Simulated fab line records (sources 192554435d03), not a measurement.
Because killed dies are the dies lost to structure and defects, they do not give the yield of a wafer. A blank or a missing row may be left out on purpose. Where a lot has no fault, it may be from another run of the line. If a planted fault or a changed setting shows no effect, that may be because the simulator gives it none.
Split-lot trial -- flow n5-finfet -- on a route of 1938 steps: 7 lots, 39 wafers read

ON THE SPLIT
At N5_HKMG_FIN_ETCH_32 (etches SOC in N2/H2, target depth 240 nm, time 300 s), the setting source-w was moved away from the recipe's 840 W on 18 of the 39 wafers read, by -17.5% to +19.0%. For the rest of the wafers, this setting stayed at what the recipe calls for.

The reading comes from the split's own step.

THE READING
rf-vpp-V, in V, at N5_HKMG_FIN_ETCH_32 (etches SOC in N2/H2, target depth 240 nm, time 300 s). Typical for fault-free wafers on this fab line: 524.5 V, with standard deviation 2.9 V.

wafer,"tool, chamber at the split","source-w as run, W",against the recipe,"rf-vpp-V, V",against lot-mates on the recipe
L074.1,"rie-diel-02, 2",840,recipe,527.6,-
L074.2,"rie-diel-02, 3",772.3,-8.1%,536.0,+8.3
L074.3,"rie-diel-02, 0",772.3,-8.1%,536.0,+8.3
L074.4,"rie-diel-02, 1",840,recipe,528.0,-
L074.5,"rie-diel-02, 2",840,recipe,527.4,-
L074.6,"rie-diel-02, 3",772.3,-8.1%,536.2,+8.5
L080.1,"rie-diel-05, 3",891.4,+6.1%,516.3,-8.3
L080.2,"rie-diel-05, 1",891.4,+6.1%,510.7,-13.9
L080.3,"rie-diel-05, 0",840,recipe,526.4,-
L080.4,"rie-diel-05, 2",891.4,+6.1%,515.5,-9.1
L080.5,"rie-diel-05, 0",840,recipe,525.6,-
L080.6,"rie-diel-05, 1",840,recipe,521.8,-
L081.1,"rie-diel-05, 1",1000,+19.0%,491.7,-32.8
L081.2,"rie-diel-05, 2",840,recipe,525.9,-
L081.3,"rie-diel-05, 3",1000,+19.0%,497.8,-26.7
L081.4,"rie-diel-05, 1",840,recipe,520.5,-
L081.5,"rie-diel-05, 2",840,recipe,527.0,-
L081.6,"rie-diel-05, 3",1000,+19.0%,496.3,-28.2
L085.1,"rie-diel-05, 0",840,recipe,526.1,-
L085.2,"rie-diel-05, 2",840,recipe,525.0,-
L085.3,"rie-diel-05, 1",770.2,-8.3%,536.4,+10.2
L085.4,"rie-diel-05, 3",840,recipe,527.6,-
L085.5,"rie-diel-05, 2",770.2,-8.3%,542.6,+16.4
L085.6,"rie-diel-05, 3",770.2,-8.3%,542.2,+16.0
L086.1,"rie-diel-04, 0",715.4,-14.8%,549.1,+25.7
L086.2,"rie-diel-04, 2",715.4,-14.8%,552.9,+29.5
L086.3,"rie-diel-04, 1",715.4,-14.8%,550.6,+27.2
L086.4,"rie-diel-04, 3",840,recipe,525.9,-
L086.5,"rie-diel-04, 2",840,recipe,522.5,-
L086.6,"rie-diel-04, 1",840,recipe,521.9,-
L088.2,"rie-diel-02, 1",840,recipe,526.7,-
L088.3,"rie-diel-02, 3",840,recipe,521.1,-
L088.6,"rie-diel-02, 0",840,recipe,520.7,-
L089.1,"rie-diel-05, 3",840,recipe,525.4,-
L089.2,"rie-diel-05, 0",840,recipe,526.0,-
L089.3,"rie-diel-05, 2",840,recipe,525.6,-
L089.4,"rie-diel-05, 0",692.8,-17.5%,560.1,+34.4
L089.5,"rie-diel-05, 2",692.8,-17.5%,561.0,+35.3
L089.6,"rie-diel-05, 3",692.8,-17.5%,560.7,+35.0

FIT RESULTS
A straight line over all 39 wafers: rf-vpp-V changes by -1.74 V for each +1% of source-w; r = -0.98; the points scatter about the line by 3 V.
The same after taking each lot's own level away (the mean of its wafers on the recipe; 39 wafers): -1.71 V for each +1%; r = -0.98; scatter 3.1 V.
The reading moves by 33 V for the largest change in source-w, on that fit.
The lots' own levels span 522.83 to 527.67 V, that is 1.7 times the standard deviation above.
So the lot-to-lot level changes the slope little: the two slopes agree.
Check: for one of the wafers moved furthest among these (+19.0%), held out of the fit, the line's prediction against its lot-mates is -32.1 V. Against them it came out at -32.8 V.
Tool readings at the split's step, against how far the setting was moved: rf-vpp-V r = -0.98.

OTHER SPLITS APPLIED TO THESE WAFERS
These wafers also went through other splits before the reading. Each is held against what the fit with the lots' levels taken away leaves over:
other split on the same wafers,wafers away from the commonest value,r with rf-vpp-V (lot level and that fit taken away)
N5_FIN_CUT_ETCH_21 bias-w,12,+0.29
N5_DUMMY_GATE_ETCH_37 source-w,12,-0.19
N5_DUMMY_GATE_ETCH_32 time-s,15,+0.18

THE WHOLE CHAIN: every reading that the file lists as answering this split, in the file's order
step,what it does,reading,change (the file's fit),r (the file's)
N5_HKMG_FIN_ETCH_32,"etches SOC in N2/H2, target depth 240 nm, time 300 s",rf-vpp-V,-1.72 V for each +1% of the setting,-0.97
N5_HKMG_FIN_ETCH_32,"etches SOC in N2/H2, target depth 240 nm, time 300 s","etch.depth-nm (the simulator's own value, which no gauge read)",+1.98 nm for each +1% of the setting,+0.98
N5_HKMG_FIN_ETCH_32,"etches SOC in N2/H2, target depth 240 nm, time 300 s","HKMG_FIN.feature-depth-nm (the simulator's own value, which no gauge read)",+1.99 nm for each +1% of the setting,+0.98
N5_HKMG_FIN_ETCH_32,"etches SOC in N2/H2, target depth 240 nm, time 300 s","SiARC_of_HKMG_FIN_COAT_30.thk-nm (the simulator's own value, which no gauge read)",-0.0801 nm for each +1% of the setting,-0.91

FILE'S OWN FIT
rf-vpp-V changes by -1.72 V for each +1% of source-w, r = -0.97.
